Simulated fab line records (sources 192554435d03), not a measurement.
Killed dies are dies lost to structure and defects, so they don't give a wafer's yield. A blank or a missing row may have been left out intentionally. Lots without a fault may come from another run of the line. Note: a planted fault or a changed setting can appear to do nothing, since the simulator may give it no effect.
Chamber matching + flow n5Finfet + N5_FIN_SAQP_ETCH_67 on rieDiel-04 has 4 sister chambers
The step etches SiNx in CH3F/O2, target depth 30 nm. 4 wafers are shown with their chamber, then 7 later ones without.

== WAFERS, EACH WITH ITS CHAMBER ==
| wafer  | chamber | drypumpMotorCurrentA (A) |
|--------|---------|--------------------------|
| L082.5 | 0       | 6.0                      |
| L088.5 | 2       | 6.2                      |
| L091.1 | 1       | 5.3                      |
| L091.3 | 3       | 5.4                      |

== WAFERS WHOSE CHAMBER IS MISSING ==
| wafer  | drypumpMotorCurrentA (A) |
|--------|--------------------------|
| L091.4 | 6.0                      |
| L094.1 | 6.0                      |
| L094.2 | 6.3                      |
| L094.6 | 6.0                      |
| L095.1 | 6.0                      |
| L095.4 | 6.0                      |
| L095.6 | 6.2                      |

== EACH ONE'S CHAMBER ==
| wafer  | from the rows above | in truth |
|--------|---------------------|----------|
| L091.4 | 0                   | 0        |
| L094.1 | 0                   | 0        |
| L094.2 | 2                   | 2        |
| L094.6 | 0                   | 0        |
| L095.1 | 0                   | 0        |
| L095.4 | 0                   | 0        |
| L095.6 | 2                   | 2        |
Correct placement for 7 of the 7. Number that these rows cannot place: 0. Wrongly placed: 0.
How it was worked out, from the rows above alone: a wafer's distance from a chamber is the root of the sum, over the readings, of the square of ((its reading less the chamber's mean) divided by the reading's scatter). The wafer belongs to the nearest chamber; if the next one is less than 2 further off, it can't be placed. Each chamber's mean is taken over the wafers shown for it. The scatter: with one shown wafer a chamber, the root of the mean of the squares of how far each hidden wafer lies from its nearest shown one.
